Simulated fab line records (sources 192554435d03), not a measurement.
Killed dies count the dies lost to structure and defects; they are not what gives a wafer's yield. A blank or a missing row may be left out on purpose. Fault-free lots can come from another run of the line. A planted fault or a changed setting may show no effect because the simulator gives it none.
A struck lot beside a sound one ; flow n5Finfet ; 16 steps out of a route of 1938
Sound: the wafers L564.4, L564.5, L564.6. The struck wafers were L558.1, L558.5, L558.6. The cause is given at the end.
At each step with rows: each side's tool, then ch and its chambers, then its first start. Under that, the readings that differ: sound wafers ; struck wafers ; difference of the means ; sigmas: that difference in standard deviations of wafers without a fault.
alike: readings with means less than 2 such deviations apart, plus words and numbers identical on both sides. not compared: withheld readings, readings lacking a value on some wafer, bounds such as >300 that could conceal the same value, and numbers that have no deviation in the record and whose values overlap.
The two part at a step that has a row with sigmas, a row that says differs or no value, or rows on one side only. Non-overlapping numbers with no deviation appear without sigmas and do not part them. A reading that every wafer of one side lacks parts them only if that side has two wafers or more.

N5_GATE_CUT_OVL_MEAS_14:
  sound on overlay-02 ch 0, day 8 05:57; struck on overlay-02 ch 0, day 6 22:41
  alike: GATE_CUT_OVL
N5_GATE_CUT_INSPECT_15: inspects for defects (brightfield).
  sound: defectInspect-01 at day 8 05:59; struck: defectInspect-02 at day 6 22:45
  alike: rawDefectCount
N5_GATE_CUT_DESCUM_18: chemistry O2, time 7 s.
  sound on rieDiel-03 ch 0,1,3, day 8 06:01; struck on rieDiel-06 ch 1,2, day 6 22:47
  alike: drypumpMotorCurrentA, oesProductAu, rfVppV, showerheadPlenumPTorr, throttleValvePct
  not compared: rfHoursCounterH
then, 5 steps without rows for these wafers: N5_GATE_CUT_ETCH_28 (etches underlayer in N2/H2, target depth 13 nm, time 10.4 s); N5_GATE_CUT_ETCH_36 (etches SiARC in CF4, target depth 13 nm, time 21.7 s); N5_GATE_CUT_ETCH_37 (etches SOC in N2/H2, target depth 60 nm, overetch 12 nm, time 90 s); N5_GATE_CUT_STRIP_38 (strips in N2/H2); N5_GATE_CUT_STRIP_39 (strips in N2/H2).
N5_GATE_CUT_HM_OPEN_40: chemistry C4F6/O2, target SiO2, target depth 139 nm, time 85.1 s.
  sound on rieDiel-03 ch 0,1,3, day 8 06:11; struck on rieDiel-06 ch 1,2, day 6 22:57
  alike: drypumpMotorCurrentA, etchRfOnTimeS, oesProductAu, rfVppV, showerheadPlenumPTorr, throttleValvePct
  not compared: rfHoursCounterH
N5_GATE_CUT_STRIP_41: strips in CF4.
  sound on rieDiel-03 ch 0,1,3, day 8 06:15; struck on rieDiel-06 ch 1,2, day 6 23:01
  alike: drypumpMotorCurrentA, oesProductAu, rfVppV, showerheadPlenumPTorr, throttleValvePct
  not compared: rfHoursCounterH
N5_GATE_CUT_STRIP_42: strips in O2.
  sound on rieDiel-03 ch 0,1,3, day 8 06:16; struck on rieDiel-06 ch 1,2, day 6 23:02
  alike: drypumpMotorCurrentA, oesProductAu, rfVppV, showerheadPlenumPTorr, throttleValvePct
  not compared: rfHoursCounterH
then, 1 step without rows for these wafers: N5_GATE_CUT_ETCH_19 (etches SiNx in CH3F/O2, target depth 53.7 nm, time 76.7 s).
N5_GATE_CUT_CUT_ETCH_53: etches W in SF6/Cl2, target depth 79.2 nm.
  sound on rieMetal-02 ch 0,1, day 8 06:26; struck on rieMetal-03 ch 0,1, day 6 23:11
reading;sound;struck;difference;sigmas
drypumpMotorCurrentA (A);6.3 5.7 6.2;5.3 5.4 5.3;-0.7;-2
etchRfOnTimeS (s);26.4 26.1 26.4;34.2 33.9 33.7;+7.6;+20
rfFwdPowerW (W);874 873 876;672 668 669;-205;-58
  alike: oesProductAu, throttleValvePct
  not compared: rfHoursCounterH
N5_GATE_CUT_CUT_ETCH_54: etches TiN in Cl2/BCl3, target depth 96.7 nm.
  sound on rieMetal-02 ch 0,1, day 8 06:30; struck on rieMetal-03 ch 0,1, day 6 23:14
reading;sound;struck;difference;sigmas
drypumpMotorCurrentA (A);6.3 5.7 6.2;5.3 5.4 5.3;-0.7;-2
  alike: etchRfOnTimeS, oesProductAu, rfFwdPowerW, throttleValvePct
  not compared: rfHoursCounterH
-- here the record skips 7 days between the struck wafers' starts before and after, leaving off in module GATE_CUT and picking up in module BEOL_M4 (first step shown: number 1111 of the route) --
N5_BEOL_M4_RC_MEAS_101:
  sound on prober-01 ch 0, day 17 07:47; struck on prober-02 ch 0, day 13 23:03
  alike: DIBL_N, DIBL_P, IOFF_N, IOFF_P, ION_N, ION_P, SS_N, SS_P, VT_N, VT_P
-- record jumps: 5 days separate the struck wafers' starts on either side; left off in module BEOL_M4, taken up again in module PASSIVATION, whose first shown step is the route's number 1936 --
N5_PASSIVATION_PROBE_49:
  the record has rows for the struck wafers here (prober-02, day 18 14:11) and none for the sound ones

== WHERE THEY PART ==
At N5_GATE_CUT_CUT_ETCH_53 first; at N5_PASSIVATION_PROBE_49 last (within this record only).

WHY: what the simulator had put in
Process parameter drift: rieMetal-03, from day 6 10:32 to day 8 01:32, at N5_GATE_CUT_CUT_ETCH_53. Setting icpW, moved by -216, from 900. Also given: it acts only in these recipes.
